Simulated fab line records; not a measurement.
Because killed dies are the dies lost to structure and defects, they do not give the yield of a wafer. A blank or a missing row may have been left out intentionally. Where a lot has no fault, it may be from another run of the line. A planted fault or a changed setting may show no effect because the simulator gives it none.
Split-lot experiment	flow n5Finfet	on a route of 1938 steps: 7 lots, 39 wafers read

## ON THE SPLIT
At N5_FIN_SAQP_ETCH_34 (etches SiO2 in C4F6/O2, target depth 45 nm, time 15 s), the setting sourceW was moved away from the recipe's 345 W on 12 of the 39 wafers read, by -15.7% to +16.1%. All remaining wafers had this setting at the recipe value.

The reading is taken at the split's own step.

## THE READING
rfVppV, in V, at N5_FIN_SAQP_ETCH_34 (etches SiO2 in C4F6/O2, target depth 45 nm, time 15 s). Typical for fault-free wafers on this fab line: 670 V, with standard deviation 7.8 V.

wafer	tool, chamber at the split	sourceW as run, W	against the recipe	rfVppV, V	against lot-mates on the recipe
L077.1	rieDiel-05, 2	345	recipe	660	-
L077.2	rieDiel-05, 0	304	-11.9%	708	+40
L077.3	rieDiel-05, 1	345	recipe	683	-
L077.4	rieDiel-05, 3	304	-11.9%	715	+47
L077.5	rieDiel-05, 3	304	-11.9%	718	+50
L077.6	rieDiel-05, 2	345	recipe	660	-
L084.1	rieDiel-06, 1	345	recipe	664	-
L084.2	rieDiel-06, 3	345	recipe	678	-
L084.3	rieDiel-06, 2	345	recipe	666	-
L084.4	rieDiel-06, 0	345	recipe	655	-
L084.5	rieDiel-06, 2	345	recipe	666	-
L084.6	rieDiel-06, 1	345	recipe	664	-
L086.1	rieDiel-02, 0	380.3	+10.2%	639	-34
L086.2	rieDiel-02, 2	345	recipe	678	-
L086.3	rieDiel-02, 3	380.3	+10.2%	637	-36
L086.4	rieDiel-02, 1	345	recipe	671	-
L086.5	rieDiel-02, 2	380.3	+10.2%	647	-26
L086.6	rieDiel-02, 3	345	recipe	671	-
L091.1	rieDiel-06, 1	345	recipe	664	-
L091.2	rieDiel-06, 3	345	recipe	676	-
L091.3	rieDiel-06, 0	345	recipe	655	-
L091.4	rieDiel-06, 2	290.7	-15.7%	728	+63
L091.5	rieDiel-06, 0	290.7	-15.7%	714	+49
L091.6	rieDiel-06, 3	290.7	-15.7%	739	+74
L092.1	rieDiel-06, 0	345	recipe	655	-
L092.2	rieDiel-06, 2	345	recipe	666	-
L092.3	rieDiel-06, 3	345	recipe	676	-
L092.4	rieDiel-06, 1	345	recipe	665	-
L092.5	rieDiel-06, 3	345	recipe	679	-
L092.6	rieDiel-06, 2	345	recipe	666	-
L095.2	rieDiel-05, 3	345	recipe	670	-
L095.3	rieDiel-05, 1	345	recipe	684	-
L095.5	rieDiel-05, 1	345	recipe	681	-
L096.1	rieDiel-02, 3	345	recipe	671	-
L096.2	rieDiel-02, 2	345	recipe	680	-
L096.3	rieDiel-02, 0	400.6	+16.1%	621	-53
L096.4	rieDiel-02, 3	400.6	+16.1%	622	-52
L096.5	rieDiel-02, 2	400.6	+16.1%	630	-44
L096.6	rieDiel-02, 0	345	recipe	671	-

FIT RESULTS
A straight line over all 39 wafers: rfVppV changes by -3.25 V for each +1% of sourceW; r = -0.95; the points scatter about the line by 8.6 V.
The same after taking each lot's own level away (the mean of its wafers on the recipe; 39 wafers): -3.52 V for each +1%; r = -0.96; scatter 7.6 V.
According to that fit, moving sourceW by its largest amount changes the reading by 57 V.
Across the lots, their own levels run from 665.0 to 678.3 V, a range of 1.7 times the standard deviation given above.
So the lot-to-lot level changes the slope little: the two slopes agree.
Check: with one of the wafers moved furthest among these (+16.1%) left out of the fit, the line predicts -55.4 V for it against its lot-mates. Against them it came out at -53 V.
Tool readings at the split's step, against how far the setting was moved: etchRfOnTimeS r = -0.93; rfVppV r = -0.95.

## THE WHOLE CHAIN: every reading that the file lists as answering this split, in the file's order
step	what it does	reading	change (the file's fit)	r (the file's)
N5_FIN_SAQP_ETCH_34	etches SiO2 in C4F6/O2, target depth 45 nm, time 15 s	etchRfOnTimeS	withheld for each +1% of the setting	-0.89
N5_FIN_SAQP_ETCH_34	etches SiO2 in C4F6/O2, target depth 45 nm, time 15 s	rfVppV	-3.53 V for each +1% of the setting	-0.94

## THE FILE'S OWN FIT
rfVppV changes by -3.53 V for each +1% of sourceW, r = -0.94.
